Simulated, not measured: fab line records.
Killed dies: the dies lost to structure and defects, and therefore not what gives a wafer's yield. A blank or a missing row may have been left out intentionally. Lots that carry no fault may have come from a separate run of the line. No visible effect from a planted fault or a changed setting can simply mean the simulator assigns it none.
Chamber matching | flow n5-finfet | 4 sister chambers for N5_BEOL_M3_VIA_ETCH_34 on rie-diel-02
The step etches the open film in C4F6/O2, target depth 69.4 nm, time 65.9 s. 4 wafers are shown with their chamber, then 7 later ones without.

== WAFERS, EACH WITH ITS CHAMBER ==
wafer  | chamber | showerhead-plenum-p-Torr (Torr)
L598.1 | 3       | 2.71
L598.3 | 2       | 2.64
L597.2 | 0       | 3.02
L597.4 | 1       | 2.95

== WAFERS WHOSE CHAMBER IS MISSING ==
wafer  | showerhead-plenum-p-Torr (Torr)
L597.6 | 3.02
L603.1 | 2.70
L603.2 | 2.64
L603.6 | 3.02
L604.2 | 2.70
L604.5 | 2.64
L604.6 | 2.70

== CHAMBER TAKEN BY EACH ==
wafer  | from the rows above | in truth
L597.6 | 0                   | 0
L603.1 | 3                   | 3
L603.2 | 2                   | 2
L603.6 | 0                   | 0
L604.2 | 3                   | 3
L604.5 | 2                   | 2
L604.6 | 3                   | 3
Placed correctly: 7 of 7. Number that these rows cannot place: 0. Placed wrongly: 0.
How it was worked out, from the rows above alone: a wafer's distance from a chamber is the root of the sum, over the readings, of the square of ((its reading less the chamber's mean) divided by the reading's scatter). The wafer belongs to the nearest chamber; if the next one is less than 2 further off, it can't be placed. The mean given for a chamber averages the wafers shown for that chamber. The scatter (one wafer shown for each chamber): square how far every hidden wafer sits from the nearest shown wafer, average those squares and take the square root.
